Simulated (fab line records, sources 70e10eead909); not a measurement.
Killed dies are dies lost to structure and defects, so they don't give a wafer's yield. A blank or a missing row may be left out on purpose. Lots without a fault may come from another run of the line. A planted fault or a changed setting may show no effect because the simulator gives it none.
fab line records | flow nand_harc
record lots=13 wafers=38 last_day=34
route steps=1302 shown A_SLIT@933 A_WL_FILL@954
lots that met no fault: from a run of the same line without faults
start_h: hours from the record's first day to the start of the lot's first wafer shown | wait_h: hours since the lot's step before | " the same as in the row above | L1.1+2: a row that stands for several wafers | - no value, or no start given | * or withheld: withheld | < > ~ a bound
route shown NAME@n: a module of which the file shows steps, and the number in the route of the first | usual: mean/standard deviation of fault-free wafers | same: alike in all rows | chamber/n: place in a boat | sites: the reading at each site | _std_site: their standard deviation | _edge_site: outer sites' mean less inner sites' | radius_mm: how far each site lies from the wafer's centre | mask NAME#n: copy n | behind: the tool/chamber that last shaped the wafer | hold: why the lot was held/for how many hours/how that ended | device: the transistor (n, p or np) that didn't switch | end of line: the same wafers' tests at the end of the route | a step without rows: its recipe alone | killed: dies lost to structure and defects at the first sort, not the wafer's yield | map: a wafer's dies, x killed, . not, _ none there
set.NAME: the setting as run; set.NAME@STEP: as run at that earlier step | model.NAME: the simulator's own value behind a step, which no gauge read
steps of the route over a sample of lots; a table a step, a row a wafer
services: from which hour (start_h, from the record's first day; less than 0 if before it) a tool's chamber was out of use, for how many hours, and why
## steps
# step NHARC_A_SLIT_CD_MEAS_09
# recipe target_cd_nm=300 landing_energy_ev=500
# usual cd_nm=300.2/0.52
# columns lot.wafer tool chamber start_h wait_h cd_nm
L397.4 cd_sem-02 0 449.15 - 300.9
L397.5 " 0 " " 301.2
L397.6 " 0 " " 300.2
L401.1 cd_sem-03 0 475.01 - 299.3
L401.3 " 0 " " 299.8
L401.6 " 0 " " 300.3
L400.1 cd_sem-03 0 478.79 - 299.7
L400.4 " 0 " " 300.1
L400.6 " 0 " " 299.8
L402.1 cd_sem-03 0 479.34 - 299.6
L402.3 " 0 " " 300.3
L402.5 " 0 " " 300.5
L404.1 cd_sem-03 0 495.38 - 300.3
L404.3 " 0 " " 300.5
L404.5 " 0 " " 299.6
L403.2 cd_sem-01 0 496.86 - 300.2
L403.3 " 0 " " 300.4
L403.6 " 0 " " 300.4
L405.2 cd_sem-01 0 528.46 - 299.7
L405.4 " 0 " " 300.0
L405.5 " 0 " " 301.0
L407.2 cd_sem-01 0 549.25 - 300.7
L407.5 " 0 " " 301.0
L407.6 " 0 " " 300.1
L409.2 cd_sem-03 0 572.27 - 299.3
L409.5 " 0 " " 299.5
L409.6 " 0 " " 300.3
L411.5 cd_sem-01 0 594.20 - 300.8
L411.6 " 0 " " 299.7
L412.1 cd_sem-03 0 594.34 - 300.1
L412.3 " 0 " " 299.9
L412.5 " 0 " " 300.4
L419.1 cd_sem-03 0 666.47 - 300.0
L419.2 " 0 " " 300.2
L419.3 " 0 " " 301.0
L420.1 cd_sem-03 0 691.11 - 300.6
L420.2 " 0 " " 300.2
L420.3 " 0 " " 299.8
# step NHARC_A_SLIT_INSPECT_11
# usual raw_defect_count=62/28
# columns lot.wafer tool chamber start_h wait_h raw_defect_count
L397.4 defect_inspect-02 - 449.27 0.0 123
L397.5 " - " " 122
L397.6 " - " " 111
L401.1 defect_inspect-01 - 475.13 0.0 73
L401.3 " - " " 81
L401.6 " - " " 86
L400.1 defect_inspect-02 - 478.91 0.0 25
L400.4 " - " " 20
L400.6 " - " " 22
L402.1 defect_inspect-01 - 479.46 0.0 59
L402.3 " - " " 77
L402.5 " - " " 67
L404.1 defect_inspect-02 - 495.52 0.0 80
L404.3 " - " " 85
L404.5 " - " " 82
L403.2 defect_inspect-02 - 496.99 0.0 67
L403.3 " - " " 72
L403.6 " - " " 66
L405.2 defect_inspect-01 - 528.58 0.0 65
L405.4 " - " " 47
L405.5 " - " " 70
L407.2 defect_inspect-02 - 549.37 0.0 17
L407.5 " - " " 15
L407.6 " - " " 17
L409.2 defect_inspect-01 - 572.39 0.0 23
L409.5 " - " " 27
L409.6 " - " " 16
L411.5 defect_inspect-01 - 594.32 0.0 97
L411.6 " - " " 104
L412.1 defect_inspect-02 - 594.47 0.0 15
L412.3 " - " " 25
L412.5 " - " " 21
L419.1 defect_inspect-02 - 666.60 0.0 51
L419.2 " - " " 42
L419.3 " - " " 56
L420.1 defect_inspect-01 - 691.24 0.0 80
L420.2 " - " " 72
L420.3 " - " " 68
# step NHARC_A_WL_FILL_ALD_02
# recipe target_thk_a=20 pulse_time_s=3 ald_cycles=100 temp_c=450 material=TiN
# usual ald_cycles=100/0 heater_power_outer_w=669/92 heater_power_w=1041/130 precursor_pulse_height_rel=1.001/0.02
# columns lot.wafer tool chamber start_h wait_h ald_cycles heater_power_outer_w heater_power_w precursor_pulse_height_rel
L397.4 ald_metal-01 0 462.85 0.1 100 758 1117 1.003
L397.6 " 3 " " 100 713 1158 1.002
L397.5 " 0 " " 100 761 1158 0.983
L401.1 ald_metal-02 1 488.59 0.2 100 517 837 1.019
L401.3 " 3 " " 100 630 1005 1.029
L401.6 " 1 " " 100 499 819 0.958
L400.1 ald_metal-03 2 492.39 0.2 100 642 956 1.005
L400.4 " 2 " " 100 639 962 0.995
L400.6 " 1 " " 100 592 1034 1.048
L402.1 ald_metal-02 0 492.60 0.2 100 697 968 1.022
L402.3 " 2 " " 100 857 1328 0.982
L402.5 " 0 " " 100 690 950 1.016
L404.3 ald_metal-03 0 509.39 0.2 100 602 942 1.005
L404.1 " 1 " " 100 591 999 1.009
L404.5 " 0 " " 100 614 947 1.023
L403.2 ald_metal-02 2 513.26 0.2 100 872 1280 1.017
L403.3 " 3 " " 100 627 996 0.987
L403.6 " 2 " " 100 916 1309 1.009
L405.2 ald_metal-03 3 545.04 0.2 100 725 1137 0.989
L405.4 " 0 " " 100 611 927 0.990
L405.5 " 2 " " 100 631 947 1.007
L407.2 ald_metal-03 2 563.01 0.2 100 620 968 1.018
L407.6 " 2 " " 100 645 968 1.027
L407.5 " 3 " " 100 756 1127 1.022
L409.2 ald_metal-03 3 585.44 0.2 100 734 1135 0.966
L409.5 " 1 " " 100 607 1032 0.995
L409.6 " 2 " " 100 615 935 0.997
L411.6 ald_metal-03 1 607.90 0.2 100 596 1043 0.998
L411.5 " 2 " " 79 592 951 0.983
L412.3 ald_metal-03 2 612.44 0.1 79 608 960 0.965
L412.1 " 0 " " 100 622 983 0.994
L412.5 " 2 " " 79 602 925 1.023
L419.3 ald_metal-02 3 680.20 0.1 100 661 1068 1.005
L419.2 " 0 " " 100 693 950 1.005
L419.1 " 2 " " 100 866 1294 1.022
L420.3 ald_metal-02 0 704.77 0.2 100 689 975 0.970
L420.2 " 1 " " 100 537 868 0.990
L420.1 " 2 " " 100 864 1273 1.002
# step NHARC_A_WL_FILL_STRIP_29
# recipe time_s=20 o2_flow_sccm=500 ar_flow_sccm=0 bias_w=0 chemistry=O2
# usual drypump_motor_current_A=5.5/0.59 oes_product_au=0.995/0.01 rf_vpp_V=57.8/0.84 showerhead_plenum_p_Torr=3.52/0.14 throttle_valve_pct=17.036/0.01
# same time_s=20
# columns lot.wafer tool chamber start_h wait_h drypump_motor_current_A oes_product_au rf_hours_counter_h rf_vpp_V showerhead_plenum_p_Torr throttle_valve_pct
L397.4 rie_diel-03 0 474.07 0.1 5.8 1.013 0.1 57.2 3.60 17.039
L397.5 " 3 " " 5.1 1.008 - 56.6 3.41 17.036
L397.6 " 0 " " 5.7 1.004 - 57.1 3.60 17.045
L401.1 rie_diel-03 0 499.85 0.1 5.8 1.016 1.0 58.8 3.60 17.024
L401.3 " 1 " " 6.5 1.009 0.9 56.1 3.39 17.034
L401.6 " 3 " " 5.1 0.983 - 59.3 3.41 17.026
L400.4 rie_diel-03 3 506.93 0.1 5.0 0.990 1.2 57.5 3.41 17.037
L400.1 " 2 " " 5.9 0.988 1.1 59.1 3.76 17.038
L400.6 " 3 " " 5.1 0.987 - 57.9 3.41 17.040
L402.3 rie_diel-02 3 506.94 0.1 5.4 0.979 3.0 58.4 3.38 17.044
L402.1 " 0 " " 6.4 1.003 2.9 58.8 3.63 17.040
L402.5 " 2 " " 5.1 1.013 - 58.8 3.50 17.040
L404.3 rie_diel-03 3 520.72 0.1 5.1 0.991 1.3 56.4 3.41 17.040
L404.1 " 0 " " 5.7 0.991 1.3 58.3 3.60 17.037
L404.5 " 0 " " 5.7 0.996 - 58.4 3.60 17.035
L403.2 rie_diel-04 0 524.92 0.1 5.9 0.991 8.2 56.1 3.36 17.048
L403.3 " 1 " " 4.8 0.983 7.7 58.0 3.75 17.028
L403.6 " 1 " " 4.8 0.986 - 58.8 3.75 17.045
L405.4 rie_diel-04 1 556.98 0.1 4.8 0.987 0.6 59.0 3.75 17.018
L405.2 " 3 " " 4.7 1.006 0.6 57.2 3.65 17.036
L405.5 " 1 " " 4.8 0.986 - 58.0 3.74 17.041
L407.2 rie_diel-04 3 575.52 0.1 4.6 1.011 1.7 57.4 3.65 17.018
L407.5 " 0 " " 5.9 0.981 - 56.6 3.36 17.046
L407.6 " 1 " " 4.8 0.975 - 57.7 3.74 17.016
L409.2 rie_diel-03 3 598.39 0.1 5.1 0.985 3.5 56.3 3.41 17.040
L409.5 " 2 " " 5.9 0.999 - 58.4 3.76 17.030
L409.6 " 0 " " 5.8 0.995 - 57.6 3.59 17.043
L411.6 rie_diel-03 1 618.97 0.1 6.5 1.009 - 56.4 3.39 17.037
L411.5 " 2 " " 6.0 0.999 - 57.6 3.76 17.034
L412.1 rie_diel-04 0 628.48 0.1 6.0 0.988 3.6 58.3 3.36 17.033
L412.3 " 2 " " 4.7 1.000 3.3 57.8 3.40 17.058
L412.5 " 1 " " 4.8 0.988 - 57.9 3.74 17.019
L419.1 rie_diel-02 3 692.28 0.1 5.4 0.990 3.7 58.1 3.37 17.033
L419.3 " 1 " " 5.9 1.008 3.5 58.4 3.44 17.044
L419.2 " 2 " " 5.1 1.013 2.7 56.5 3.49 17.024
L420.3 rie_diel-02 3 719.09 0.1 5.4 0.998 4.0 56.3 3.37 17.034
L420.2 " 1 " " 5.9 0.999 3.8 58.2 3.44 17.042
L420.1 " 2 " " 5.0 1.006 2.9 58.0 3.49 17.039
## services
# columns tool chamber start_h hours kind
rie_diel-03 0 441.84 12.4 repair
rie_diel-04 3 446.53 5.4 repair
rie_diel-03 - 458.30 9.0 pm
rie_diel-02 0 462.49 7.7 repair
ald_metal-03 0 469.30 24.0 repair
rie_diel-04 1 469.56 12.8 repair
ald_metal-01 3 507.98 3.1 repair
ald_metal-01 - 526.00 10.0 pm
rie_diel-04 - 532.13 9.0 pm
ald_metal-01 - 555.39 1.0 repair
ald_metal-01 0 558.69 25.1 repair
ald_metal-03 - 568.00 10.0 pm
rie_diel-02 - 570.70 9.0 pm
rie_diel-04 2 575.17 10.0 repair
rie_diel-04 1 577.89 2.4 repair
rie_diel-03 1 589.43 14.7 repair
ald_metal-02 - 610.00 10.0 pm
rie_diel-02 2 619.48 6.0 repair
rie_diel-03 0 630.32 13.4 repair
rie_diel-03 - 635.30 9.0 pm
rie_diel-02 2 675.93 8.5 repair
ald_metal-02 - 706.36 0.9 repair
rie_diel-04 - 709.13 9.0 pm
rie_diel-02 - 718.06 0.5 repair
## key
first_sign step=NHARC_A_WL_FILL_ALD_02 reading=ald_cycles direction=down sigmas=99+ usual=100 struck=79
effect none on later readings
met_at NHARC_A_WL_FILL_ALD_02
struck_lots L411,L412
struck_wafers L411.5,L412.3,L412.5
tester_left_out L411,L412
not_acting_at NHARC_A_SLIT_CD_MEAS_09,NHARC_A_SLIT_INSPECT_11,NHARC_A_WL_FILL_STRIP_29
onset_between 585.44 607.90
fault kind=process_parameter_drift tool=ald_metal-03 chamber=- onset_h=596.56 steps=NHARC_A_WL_FILL_ALD_02 channel=ald_cycles offset=-21 shape=step end_h=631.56 scope=struck_wafers_only acts_in=these_recipes_only stated=100
# tester_left_out: of these lots the tester's yield and bins aren't shown, on N5 and GAA mostly nor the transistor test; their killed dies are dies lost to structure and defects alone, not to doping, threshold or leakage, so they don't give the yield
